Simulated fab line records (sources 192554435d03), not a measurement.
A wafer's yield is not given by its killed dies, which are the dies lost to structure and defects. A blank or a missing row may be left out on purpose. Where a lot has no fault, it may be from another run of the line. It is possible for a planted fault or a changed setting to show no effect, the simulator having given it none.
Chamber matching ; flow n5Finfet ; N5_BEOL_M0_SAQP_PECVD_96 on pecvd-02 has 3 sister chambers
The step deposits a-Si from SiH4/He, target thk 45 nm, time 45.2 s. 22 wafers are shown with their chamber, then 11 later ones without.

WAFERS, EACH WITH ITS CHAMBER
wafer;chamber;throttleValvePct (%);showerheadPlenumPTorr (Torr);showerheadVppV (V)
L076.2;2;16.6;5.61;614
L076.4;2;16.9;5.60;620
L076.6;0;17.4;5.66;606
L077.2;1;18.5;5.69;638
L077.3;0;17.3;5.65;612
L077.5;1;18.9;5.70;642
L078.2;1;18.6;5.68;630
L078.4;2;16.7;5.62;622
L078.5;0;17.5;5.64;609
L084.1;0;17.3;5.67;603
L084.4;2;16.9;5.63;616
L084.5;0;17.7;5.66;599
L085.2;0;17.4;5.67;611
L085.3;1;18.8;5.70;629
L085.4;2;16.7;5.60;608
L089.1;0;17.3;5.65;614
L089.2;2;16.6;5.61;616
L089.4;1;18.8;5.71;623
L092.2;1;18.8;5.71;630
L092.3;0;17.4;5.66;613
L092.5;0;17.4;5.66;605
L093.2;0;17.6;5.66;606

SIGNATURES, as means of the wafers listed above
reading;chamber 0;chamber 1;chamber 2;scatter within a chamber
throttleValvePct;17.430;18.733;16.733;0.139
showerheadPlenumPTorr;5.6580;5.6983;5.6117;0.0106
showerheadVppV;607.80;632.00;616.00;5.45
Rule: distance of a wafer from a chamber = root of the sum over the readings of ((wafer's reading minus chamber's mean) / reading's scatter) squared. If the next closest chamber is less than 2 further off than the closest, the wafer can't be placed; otherwise it belongs to the closest. The scatter is the square root of a quotient: the sum, over the shown wafers, of each reading's squared deviation from its chamber's mean, divided by wafers minus chambers.

WAFERS MISSING THEIR CHAMBER
wafer;throttleValvePct (%);showerheadPlenumPTorr (Torr);showerheadVppV (V)
L093.3;16.9;5.59;615
L093.6;17.5;5.65;614
L094.2;17.3;5.65;610
L094.3;17.0;5.60;616
L094.4;18.6;5.71;644
L095.1;17.2;5.66;607
L095.2;16.9;5.60;611
L095.6;16.8;5.60;613
L096.1;17.2;5.65;609
L096.2;17.1;5.61;618
L096.5;16.7;5.62;624

CHAMBER TAKEN BY EACH
wafer;from the rows above;in truth
L093.3;2;2
L093.6;0;0
L094.2;0;0
L094.3;2;2
L094.4;1;1
L095.1;0;0
L095.2;2;2
L095.6;2;2
L096.1;0;0
L096.2;2;2
L096.5;2;2
Placed correctly: 11 of 11. Can't be placed from these rows: 0. Number placed wrongly: 0.
